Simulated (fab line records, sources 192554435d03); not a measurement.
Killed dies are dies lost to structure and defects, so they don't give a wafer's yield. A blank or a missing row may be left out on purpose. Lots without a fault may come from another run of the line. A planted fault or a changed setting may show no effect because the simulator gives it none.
Split-lot experiment | flow n5_finfet | 7 lots, 21 wafers read, on a route of 1938 steps

THE SPLIT
At N5_MOL_CONTACT_COAG_COAT_64 (time 60 s, resist thk 10 nm), the setting spin_rpm was moved away from the recipe's 1500 rpm on 5 of the 21 wafers read, by -11.2% to +8.9%. The other wafers ran this setting at the recipe's value.

FROM THE SPLIT TO THE READING: what the file shows between them, 6 steps
- N5_MOL_CONTACT_COAG_COAT_34: resist thk 40 nm
- N5_MOL_CONTACT_COAG_EBR_36
- N5_MOL_CONTACT_COAG_DESCUM_45: chemistry O2, time 7 s
- N5_MOL_CONTACT_COAG_ETCH_65: etches underlayer in N2/H2, target depth 13 nm, time 10.4 s
- N5_MOL_CONTACT_COAG_ETCH_66: etches SiARC in CF4, target depth 13 nm, time 21.7 s
- N5_MOL_CONTACT_COAG_ALD_133: deposits SiO2, target thk 5 nm, pulse time 1 s, co reactant pulse time 1 s

THE READING
CAR-EUV_of_MOL_CONTACT_COAG_COAT_34.thk_nm (the simulator's own value, which no gauge read), in nm, at N5_MOL_CONTACT_COAG_ETCHBACK_134 (etches SiO2 in CHF3, target depth 10 nm, time 6.7 s). The file gives no usual value for it. The 16 wafers here that ran the recipe average 15.6 nm, standard deviation 0.15 nm.

wafer  | tool, chamber at the split | spin_rpm as run, rpm | against the recipe | CAR-EUV_of_MOL_CONTACT_COAG_COAT_34.thk_nm, nm | against lot-mates on the recipe
L074.2 | litho_track-03, 0          | 1500                 | recipe             | 15.6                                           | -
L074.3 | litho_track-03, 0          | 1411                 | -5.9%              | 15                                             | -0.4
L074.5 | litho_track-03, 0          | 1500                 | recipe             | 15.2                                           | -
L083.2 | litho_track-01, 0          | 1500                 | recipe             | 15.6                                           | -
L083.4 | litho_track-01, 0          | 1500                 | recipe             | 15.6                                           | -
L083.6 | litho_track-01, 0          | 1500                 | recipe             | 15.6                                           | -
L082.2 | litho_track-05, 0          | 1500                 | recipe             | 15.8                                           | -
L082.4 | litho_track-05, 0          | 1500                 | recipe             | 15.6                                           | -
L082.6 | litho_track-05, 0          | 1500                 | recipe             | 15.6                                           | -
L087.2 | litho_track-03, 0          | 1500                 | recipe             | 15.8                                           | -
L087.5 | litho_track-03, 0          | 1382                 | -7.9%              | 15.2                                           | -0.6
L087.6 | litho_track-03, 0          | 1382                 | -7.9%              | 15.2                                           | -0.6
L089.3 | litho_track-01, 0          | 1500                 | recipe             | 15.4                                           | -
L089.4 | litho_track-01, 0          | 1500                 | recipe             | 15.4                                           | -
L089.5 | litho_track-01, 0          | 1500                 | recipe             | 15.6                                           | -
L091.2 | litho_track-03, 0          | 1500                 | recipe             | 15.6                                           | -
L091.4 | litho_track-03, 0          | 1500                 | recipe             | 15.6                                           | -
L091.3 | litho_track-03, 0          | 1634                 | +8.9%              | 16.2                                           | +0.6
L095.1 | litho_track-01, 0          | 1500                 | recipe             | 15.4                                           | -
L095.5 | litho_track-01, 0          | 1500                 | recipe             | 15.4                                           | -
L095.6 | litho_track-01, 0          | 1332                 | -11.2%             | 14.8                                           | -0.6

THE FIT
A straight line over all 21 wafers: CAR-EUV_of_MOL_CONTACT_COAG_COAT_34.thk_nm changes by +0.0636 nm for each +1% of spin_rpm; r = +0.87; the points scatter about the line by 0.15 nm.
The same after taking each lot's own level away (the mean of its wafers on the recipe; 21 wafers): +0.0655 nm for each +1%; r = +0.95; scatter 0.093 nm.
On that fit, the largest move of spin_rpm shifts the reading by 0.73 nm.
The lots' own levels span 15.40 to 15.80 nm, that is 2.7 times the standard deviation above.
So the lot-to-lot level changes the slope little: the two slopes agree.
Check: with one of the wafers moved furthest among these (-11.2%) left out of the fit, the line predicts -0.807 nm for it against its lot-mates. It came out at -0.6 nm against them.

OTHER SPLITS ON THESE WAFERS
These wafers also went through other splits before the reading. Each is held against what the fit with the lots' levels taken away leaves over:
other split on the same wafers      | wafers away from the commonest value | r with CAR-EUV_of_MOL_CONTACT_COAG_COAT_34.thk_nm (lot level and that fit taken away)
N5_SDB_CUT_ETCH_26 bias_w           | as run: not given for these wafers   | -
N5_SDB_ALD_29 ald_cycles            | 7                                    | +0.30
N5_MOL_CONTACT_COAG_ETCH_105 bias_w | 8                                    | +0.12

THE WHOLE CHAIN: every reading that the file lists as answering this split, in the file's order
step                             | what it does                                                | reading                                                                                        | change (the file's fit)                | r (the file's)
N5_MOL_CONTACT_COAG_COAT_64      | time 60 s, resist thk 10 nm                                 | underlayer_of_MOL_CONTACT_COAG_COAT_64.thk_nm (the simulator's own value, which no gauge read) | -0.0523 nm for each +1% of the setting | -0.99
N5_MOL_CONTACT_COAG_ETCH_65      | etches underlayer in N2/H2, target depth 13 nm, time 10.4 s | CAR-EUV_of_MOL_CONTACT_COAG_COAT_34.thk_nm (the simulator's own value, which no gauge read)    | +0.0619 nm for each +1% of the setting | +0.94
N5_MOL_CONTACT_COAG_ETCH_65      | etches underlayer in N2/H2, target depth 13 nm, time 10.4 s | etch.depth_nm (the simulator's own value, which no gauge read)                                 | -0.0524 nm for each +1% of the setting | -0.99
N5_MOL_CONTACT_COAG_ETCH_66      | etches SiARC in CF4, target depth 13 nm, time 21.7 s        | CAR-EUV_of_MOL_CONTACT_COAG_COAT_34.thk_nm (the simulator's own value, which no gauge read)    | +0.0595 nm for each +1% of the setting | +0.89
N5_MOL_CONTACT_COAG_ETCHBACK_134 | etches SiO2 in CHF3, target depth 10 nm, time 6.7 s         | CAR-EUV_of_MOL_CONTACT_COAG_COAT_34.thk_nm (the simulator's own value, which no gauge read)    | +0.0634 nm for each +1% of the setting | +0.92

THE FILE'S OWN FIT
CAR-EUV_of_MOL_CONTACT_COAG_COAT_34.thk_nm changes by +0.0634 nm for each +1% of spin_rpm, r = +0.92.
